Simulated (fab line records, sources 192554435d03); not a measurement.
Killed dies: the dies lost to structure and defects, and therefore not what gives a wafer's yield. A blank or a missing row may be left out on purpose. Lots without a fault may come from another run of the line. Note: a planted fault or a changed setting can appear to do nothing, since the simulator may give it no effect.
Split-lot study | flow n5Finfet | 39 wafers read from 7 lots, route of 1938 steps

== ABOUT THE SPLIT ==
At N5_GATE_CUT_ALD_22 (deposits SiNx, target thk 16 nm, pulse time 1 s, ald cycles 320), the setting aldCycles was moved away from the recipe's 320 on 18 of the 39 wafers read, by -59.7% to +49.7%. All remaining wafers had this setting at the recipe value.

Reading taken at the split's own step.

== THE READING ==
SiNx_of_GATE_CUT_ALD_22.thkNm (the simulator's own value, which no gauge read), in nm, at N5_GATE_CUT_ALD_22 (deposits SiNx, target thk 16 nm, pulse time 1 s, ald cycles 320). There is no usual value for it anywhere in the file. Across the 21 wafers here that went through the recipe, the average is 16.0 nm and the standard deviation 0.085 nm.

wafer  | tool, chamber at the split | aldCycles as run | against the recipe | SiNx_of_GATE_CUT_ALD_22.thkNm, nm | against lot-mates on the recipe
L075.1 | aldSin-03, 2,3             | 129              | -59.7%             | 6.4                               | -9.6
L075.2 | aldSin-03, 2,3             | 129              | -59.7%             | 6.4                               | -9.6
L075.3 | aldSin-03, 1               | 129              | -59.7%             | 6.6                               | -9.4
L075.4 | aldSin-03, 0,3,2           | 320              | recipe             | 16                                | -
L075.5 | aldSin-03, 0,3,2           | 320              | recipe             | 16                                | -
L075.6 | aldSin-03, 0,3,2           | 320              | recipe             | 16                                | -
L077.1 | aldSin-03, 0,2,2           | 320              | recipe             | 16                                | -
L077.3 | aldSin-03, 0,2,2           | 320              | recipe             | 16                                | -
L077.5 | aldSin-03, 0,2,2           | 320              | recipe             | 16                                | -
L077.2 | aldSin-03, 3,1             | 182              | -43.1%             | 9.2                               | -6.8
L077.4 | aldSin-03, 3,1             | 182              | -43.1%             | 9.2                               | -6.8
L077.6 | aldSin-03, 3               | 182              | -43.1%             | 9                                 | -7.0
L078.1 | aldSin-01, 1,2,2           | 423              | +32.2%             | 21                                | +5.1
L078.2 | aldSin-01, 1,2,2           | 423              | +32.2%             | 21                                | +5.1
L078.5 | aldSin-01, 1,2,2           | 423              | +32.2%             | 21                                | +5.1
L078.3 | aldSin-01, 3,1             | 320              | recipe             | 15.8                              | -
L078.4 | aldSin-01, 3,1             | 320              | recipe             | 15.8                              | -
L078.6 | aldSin-01, 3               | 320              | recipe             | 16                                | -
L082.1 | aldSin-01, 3               | 320              | recipe             | 16                                | -
L082.2 | aldSin-01, 1,2,1           | 396              | +23.8%             | 19.6                              | +3.7
L082.4 | aldSin-01, 1,2,1           | 396              | +23.8%             | 19.6                              | +3.7
L082.5 | aldSin-01, 1,2,1           | 396              | +23.8%             | 19.6                              | +3.7
L082.3 | aldSin-01, 2,3             | 320              | recipe             | 15.8                              | -
L082.6 | aldSin-01, 2,3             | 320              | recipe             | 15.8                              | -
L083.1 | aldSin-01, 2,3,2           | 257              | -19.7%             | 12.8                              | -3.1
L083.3 | aldSin-01, 2,3,2           | 257              | -19.7%             | 12.8                              | -3.1
L083.5 | aldSin-01, 2,3,2           | 257              | -19.7%             | 12.8                              | -3.1
L083.2 | aldSin-01, 1               | 320              | recipe             | 16                                | -
L083.6 | aldSin-01, 1               | 320              | recipe             | 16                                | -
L083.4 | aldSin-01, 3               | 320              | recipe             | 15.8                              | -
L085.1 | aldSin-03, 0,1,3           | 320              | recipe             | 16                                | -
L085.3 | aldSin-03, 0,1,3           | 320              | recipe             | 16                                | -
L085.6 | aldSin-03, 0,1,3           | 320              | recipe             | 16                                | -
L085.2 | aldSin-03, 2               | 479              | +49.7%             | 23.8                              | +7.8
L085.4 | aldSin-03, 3,0             | 479              | +49.7%             | 24                                | +8.0
L085.5 | aldSin-03, 3,0             | 479              | +49.7%             | 24                                | +8.0
L091.2 | aldSin-04, 2,3,2           | 320              | recipe             | 16                                | -
L091.5 | aldSin-04, 2,3,2           | 320              | recipe             | 16                                | -
L091.6 | aldSin-04, 2,3,2           | 320              | recipe             | 16                                | -
When a row names more than one chamber, that row covers several wafers, and the file does not tell which wafer ran in which chamber.

FIT RESULTS
A straight line over all 39 wafers: SiNx_of_GATE_CUT_ALD_22.thkNm changes by +0.159 nm for each +1% of aldCycles; r = +1.00; the points scatter about the line by 0.093 nm.
The same after taking each lot's own level away (the mean of its wafers on the recipe; 39 wafers): +0.159 nm for each +1%; r = +1.00; scatter 0.068 nm.
On that fit, the largest move of aldCycles shifts the reading by 9.5 nm.
The lots' own levels span 15.87 to 16.00 nm, that is 1.6 times the standard deviation above.
Consequently the slope shifts little with the lot-to-lot level, the two slopes agreeing.
Check: with one of the wafers moved furthest among these (-59.7%) left out of the fit, the line predicts -9.51 nm for it against its lot-mates. Against them it came out at -9.6 nm.

== THESE WAFERS: OTHER SPLITS ==
Before the reading, these wafers also passed through other splits. Each is held against what the fit with the lots' levels taken away leaves over:
other split on the same wafers | wafers away from the commonest value | r with SiNx_of_GATE_CUT_ALD_22.thkNm (lot level and that fit taken away)
N5_FIN_SAQP_ALD_61 aldCycles   | 18                                   | -0.07
N5_ILD0_ALD_15 aldCycles       | 15                                   | +0.14

== THE WHOLE CHAIN: every reading that the file lists as answering this split, in the file's order ==
step               | what it does                                                    | reading                                                                        | change (the file's fit)                                                             | r (the file's)
N5_GATE_CUT_ALD_22 | deposits SiNx, target thk 16 nm, pulse time 1 s, ald cycles 320 | SiNx_of_GATE_CUT_ALD_22.thkNm (the simulator's own value, which no gauge read) | +0.159 nm for each +1% of the setting                                               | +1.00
N5_GATE_CUT_CMP_23 | polishes, stops on SiO2, t overpolish 23.4 s, target thk 16 nm  | SiNx_of_GATE_CUT_ALD_22.thkNm (the simulator's own value, which no gauge read) | not straight: 6.467 at the lowest setting, 15.95 at the recipe, 14.4 at the highest | not given

== FILE'S OWN FIT ==
SiNx_of_GATE_CUT_ALD_22.thkNm changes by +0.159 nm for each +1% of aldCycles, r = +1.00.
